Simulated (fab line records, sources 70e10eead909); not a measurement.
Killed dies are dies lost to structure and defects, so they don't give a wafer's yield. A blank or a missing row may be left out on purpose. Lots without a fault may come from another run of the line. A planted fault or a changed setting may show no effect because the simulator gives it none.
Which tool did it? | flow nand_harc | 24 lots, 72 wafers sampled, at 4 steps of a route of 1302

WHAT THE GAUGES READ, wafer by wafer
NHARC_A_START_INSPECT_01.
lot  | measured     | on                | raw_defect_count
L074 | day 6 17:03  | defect_inspect-02 | 3 3 1
L075 | day 7 06:37  | defect_inspect-02 | 1 0 6
L076 | day 7 17:53  | defect_inspect-02 | 2 5 3
L077 | day 8 01:16  | defect_inspect-02 | 2 2 4
L079 | day 8 19:52  | defect_inspect-02 | 4 1 3
L078 | day 8 20:16  | defect_inspect-01 | 3 5 4
L080 | day 9 13:43  | defect_inspect-01 | 6 2 3
L081 | day 9 19:22  | defect_inspect-02 | 1 1 3
L082 | day 10 02:02 | defect_inspect-02 | 4 1 1
L083 | day 10 12:32 | defect_inspect-02 | 3 0 6
L084 | day 11 05:47 | defect_inspect-01 | 5 2 2
L085 | day 11 11:10 | defect_inspect-01 | 1 2 4
L086 | day 11 15:20 | defect_inspect-02 | 3 3 1
L087 | day 11 22:13 | defect_inspect-01 | 4 5 4
L089 | day 12 18:11 | defect_inspect-01 | 5 0 3
L088 | day 12 18:58 | defect_inspect-01 | 1 5 3
L090 | day 13 10:07 | defect_inspect-01 | 4 2 8
L091 | day 13 18:11 | defect_inspect-01 | 3 2 1
L092 | day 14 10:59 | defect_inspect-01 | 2 1 1
L093 | day 14 11:49 | defect_inspect-01 | 2 4 5
L094 | day 15 02:31 | defect_inspect-01 | 5 1 3
L095 | day 15 15:01 | defect_inspect-01 | 3 3 2
L096 | day 15 23:50 | defect_inspect-01 | 2 3 3
L097 | day 16 08:28 | defect_inspect-02 | 5 6 5

NHARC_A_ZERO_WELL_CD_MEAS_10: target cd 2000 nm.
lot  | measured     | on        | cd_nm (nm)
L074 | day 6 17:53  | cd_sem-03 | 1999.2 1999.9 2002.2
L075 | day 7 07:28  | cd_sem-01 | 1999.9 1998.6 1999.2
L076 | day 7 18:37  | cd_sem-03 | 1998.3 2004.3 2000.7
L077 | day 8 02:07  | cd_sem-01 | 2000.9 1998.3 1998.8
L079 | day 8 20:43  | cd_sem-03 | 1999.9 2002.0 2001.4
L078 | day 8 21:06  | cd_sem-03 | 1998.6 1999.6 1999.3
L080 | day 9 14:33  | cd_sem-01 | 1997.9 1996.0 2000.5
L081 | day 9 20:05  | cd_sem-03 | 2002.5 2001.3 1997.8
L082 | day 10 02:53 | cd_sem-01 | 2002.9 2003.2 2002.2
L083 | day 10 13:15 | cd_sem-02 | 1997.4 1997.3 2004.1
L084 | day 11 06:30 | cd_sem-03 | 1998.5 1998.0 2004.7
L085 | day 11 12:01 | cd_sem-01 | 2000.0 1998.7 1998.2
L086 | day 11 16:11 | cd_sem-03 | 1999.5 2001.4 1999.4
L087 | day 11 23:07 | cd_sem-03 | 1999.1 2000.0 1997.1
L089 | day 12 19:02 | cd_sem-01 | 1998.8 1998.5 2000.4
L088 | day 12 19:49 | cd_sem-01 | 1999.9 1998.2 2001.1
L090 | day 13 10:58 | cd_sem-02 | 1998.2 1999.6 2001.0
L091 | day 13 19:02 | cd_sem-03 | 1999.2 1998.6 1998.4
L092 | day 14 11:42 | cd_sem-03 | 2003.2 1999.9 2000.3
L093 | day 14 12:32 | cd_sem-03 | 1999.7 1998.3 1999.2
L094 | day 15 03:18 | cd_sem-02 | 2000.0 2000.8 1997.1
L095 | day 15 15:52 | cd_sem-01 | 1997.7 1997.3 1998.7
L096 | day 16 00:40 | cd_sem-03 | 1999.6 2002.2 2001.8
L097 | day 16 09:11 | cd_sem-03 | 1997.0 1999.3 2000.1

NHARC_A_CHANNEL_HOLE_D1_INSPECT_12.
lot  | measured     | on                | raw_defect_count
L074 | day 8 17:30  | defect_inspect-01 | 4 1 3
L075 | day 9 00:28  | defect_inspect-01 | 2 3 6
L076 | day 9 16:44  | defect_inspect-01 | 10 4 3
L077 | day 9 20:37  | defect_inspect-01 | 0 6 6
L079 | day 10 15:18 | defect_inspect-02 | 5 3 3
L078 | day 10 15:03 | defect_inspect-02 | 4 4 2
L080 | day 11 15:29 | defect_inspect-01 | 4 8 9
L081 | day 11 15:20 | defect_inspect-01 | 1 5 5
L082 | day 11 20:04 | defect_inspect-01 | 1 8 4
L083 | day 12 05:04 | defect_inspect-02 | 4 6 1
L084 | day 12 21:18 | defect_inspect-02 | 4 5 2
L085 | day 13 05:15 | defect_inspect-01 | 2 5 1
L086 | day 13 05:25 | defect_inspect-02 | 8 13 11
L087 | day 13 17:52 | defect_inspect-01 | 7 5 9
L089 | day 14 11:34 | defect_inspect-02 | 4 10 10
L088 | day 14 12:34 | defect_inspect-02 | 7 6 5
L090 | day 15 02:22 | defect_inspect-02 | 3 10 3
L091 | day 15 14:46 | defect_inspect-01 | 7 4 5
L092 | day 16 03:27 | defect_inspect-02 | 8 3 10
L093 | day 16 03:18 | defect_inspect-02 | 4 1 1
L094 | day 17 01:28 | defect_inspect-02 | 5 4 4
L095 | day 17 08:06 | defect_inspect-01 | 6 3 5
L096 | day 17 17:07 | defect_inspect-01 | 5 3 1
L097 | day 18 00:49 | defect_inspect-02 | 6 3 6

WHICH TOOL RAN EACH LOT (tool, then ch and the chambers of the sampled wafers, then the start)
lot  | NHARC_A_CHANNEL_HOLE_D1_DEP_00
L074 | acl_dep-01 ch 0, day 8 14:44
L075 | acl_dep-02 ch 0, day 8 21:59
L076 | acl_dep-03 ch 0, day 9 14:42
L077 | acl_dep-03 ch 0, day 9 18:29
L079 | acl_dep-02 ch 0, day 10 12:26
L078 | acl_dep-01 ch 0, day 10 12:29
L080 | acl_dep-01 ch 0, day 11 12:59
L081 | acl_dep-03 ch 0, day 11 12:34
L082 | acl_dep-01 ch 0, day 11 17:17
L083 | acl_dep-02 ch 0, day 12 03:02
L084 | acl_dep-01 ch 0, day 12 19:01
L085 | acl_dep-03 ch 0, day 13 02:37
L086 | acl_dep-01 ch 0, day 13 02:37
L087 | acl_dep-01 ch 0, day 13 16:02
L089 | acl_dep-03 ch 0, day 14 08:48
L088 | acl_dep-02 ch 0, day 14 10:05
L090 | acl_dep-01 ch 0, day 14 23:37
L091 | acl_dep-02 ch 0, day 15 12:16
L092 | acl_dep-02 ch 0, day 16 00:35
L093 | acl_dep-01 ch 0, day 16 00:32
L094 | acl_dep-01 ch 0, day 16 22:49
L095 | acl_dep-01 ch 0, day 17 05:19
L096 | acl_dep-03 ch 0, day 17 14:59
L097 | acl_dep-03 ch 0, day 17 22:10
- NHARC_A_CHANNEL_HOLE_D1_DEP_00: deposits aC, target thk 3100 nm.

WHAT THE TOOLS THEMSELVES READ (means of the sampled wafers that have a number; where no wafer has one, the mark that the record gives instead)
NHARC_A_CHANNEL_HOLE_D1_DEP_00.
lot  | tool       | throttle_valve_pct (%)
L074 | acl_dep-01 | 35.012
L075 | acl_dep-02 | 34.999
L076 | acl_dep-03 | 35.003
L077 | acl_dep-03 | 34.997
L079 | acl_dep-02 | 34.996
L078 | acl_dep-01 | 34.994
L080 | acl_dep-01 | 34.995
L081 | acl_dep-03 | 35.002
L082 | acl_dep-01 | 34.998
L083 | acl_dep-02 | 34.997
L084 | acl_dep-01 | 35.007
L085 | acl_dep-03 | 34.991
L086 | acl_dep-01 | 35.003
L087 | acl_dep-01 | 35.003
L089 | acl_dep-03 | 35.007
L088 | acl_dep-02 | 35.011
L090 | acl_dep-01 | 35.007
L091 | acl_dep-02 | 34.997
L092 | acl_dep-02 | 35.001
L093 | acl_dep-01 | 34.992
L094 | acl_dep-01 | 34.996
L095 | acl_dep-01 | 35.006
L096 | acl_dep-03 | 35.004
L097 | acl_dep-03 | 34.994

THE ANSWER, worked out from the rows above alone
Rule: what is usual is taken from the lots themselves. Put in order of their means at a reading, lots are off if they are a third of the lots or fewer, leave a main group of 4 or more, and stand apart from it by a gap of 3 or more times the standard deviation of the main group's means; of several such gaps the widest counts. A main group whose means are all the same, to the digits that the tables above print for the reading, isn't used. A lot without any number at a reading at which 4 lots or more have one is off too. The other lots that the step has rows for count as sound. The gauges are gone through in route order, then the tools' own readings, and for those a lot's mean is taken as printed above. The first step at which some lot is off is used, and at that step the reading that is off furthest; a lot without a number counts as furthest.
No lot is off at any reading shown: from this, nothing can be told.

WHAT THE SIMULATOR HAD PUT IN
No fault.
